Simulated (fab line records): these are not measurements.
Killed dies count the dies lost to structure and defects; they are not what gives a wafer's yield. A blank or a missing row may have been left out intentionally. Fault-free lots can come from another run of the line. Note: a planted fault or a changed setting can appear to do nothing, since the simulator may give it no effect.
Problem report in the 8D (eight disciplines) form, filled by code / flow nand_harc / the parts of the form that need people (team, actions taken, sign-off) are left out

== 1. PROBLEM STATEMENT ==
Mean of killed_at_array at NHARC_END_SORT_01: 675 across 6 wafers in 2 lots; on wafers with no fault it is 53 (standard deviation 18). That puts it +35 standard deviations away from the usual mean.
The first sign was on wafer L225.3 at day 32 21:18, on prober-01. The record holds 6 wafers of 2 lots with a number at this step. Rule for "out" (also "out of limits"): further than 4 standard deviations from the usual mean. Any other wafer with a number is counted as sound.

== 2. WHAT IT IS; WHAT IT IS NOT ==
question=which readings at this step; is=killed_at_array, killed_dies; is not=killed_at_other, killed_at_periphery, killed_short
question=which lots; is=L225, L226; is not=-
question=which wafers of those lots; is=all that have a number; is not=-
question=read on which gauges; is=prober-01, prober-02; is not=-
question=when; is=from day 32 21:18; is not=up to then (0 sound wafers)

== 3. THE SUSPECTS, EACH WITH WHAT RULES IT OUT ==
Counting: a tool at a process step up to the reading stays a suspect if it ran every lot that is out and no sound lot after the first of them.
- the gauge at NHARC_END_SORT_01 has been ruled out. 2 gauges (prober-01, prober-02) read the wafers that are out.
- rie_diel-05 at NHARC_A_CONTACT_ETCH_31 (etches the open film in O2/COS, target depth 2800 nm, time 728 s): kept. It ran every lot that is out, first L225 (day 30 11:02), and no sound lot after that. NHARC_A_CONTACT_ETCH_31: start missing for some lots; hours and lot order therefore follow NHARC_A_CONTACT_ETCH_139.
- har_cap_etch-01 at NHARC_A_CONTACT_ETCH_139 (etches the open film in C4F8/O2/Ar, time 195 s, target depth 840 nm): kept. It ran every lot that is out, first L225 (day 30 11:02), and no sound lot after that.
- ald_metal-02 at NHARC_A_CONTACT_ALD_18 (deposits TiN, target thk 3 nm, pulse time 1 s, ald cycles 150): kept. It ran every lot that is out, first L225 (day 30 12:49), and no sound lot after that.
Still standing after the count: rie_diel-05 at NHARC_A_CONTACT_ETCH_31, har_cap_etch-01 at NHARC_A_CONTACT_ETCH_139, ald_metal-02 at NHARC_A_CONTACT_ALD_18.

== 4. THE CAUSE (what the simulator had put in) ==
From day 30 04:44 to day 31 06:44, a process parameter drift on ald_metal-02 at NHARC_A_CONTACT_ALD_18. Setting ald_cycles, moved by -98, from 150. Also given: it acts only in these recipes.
Counting leaves 3 suspects; this tool is one of them.

== 5. SEQUENCE OF EFFECTS, ordered by route ==
Each row: a reading where the mean over the struck wafers with a number is more than 3 standard deviations away from the usual. Only readings for which the record gives a usual standard deviation are gone through. hours: the time from each lot's start at the first step in this table that gives one to its start at this step, as a median over the lots. sigmas: the change in usual standard deviations.
hours=0; step=NHARC_END_SORT_01; reading=killed_at_array; usual=53; on struck wafers=675; change=+622; sigmas=+35
hours=0; step=NHARC_END_SORT_01; reading=killed_dies; usual=58; on struck wafers=677; change=+619; sigmas=+34

== 6. WHAT WOULD HAVE CAUGHT IT SOONER ==
The first out-of-limits reading at a measuring or inspecting step in this record came at day 32 21:18, 65 hours after the fault's start at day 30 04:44.
Of the tool readings at NHARC_A_CONTACT_ALD_18 for which the record gives a usual standard deviation, none was out on any struck wafer, so an alarm limit of 4 standard deviations on them would not have fired.
Lots out: 2; all had begun NHARC_A_CONTACT_ALD_18 on ald_metal-02 by day 32 21:18. Tool hold at that time: it would have spared none of them.
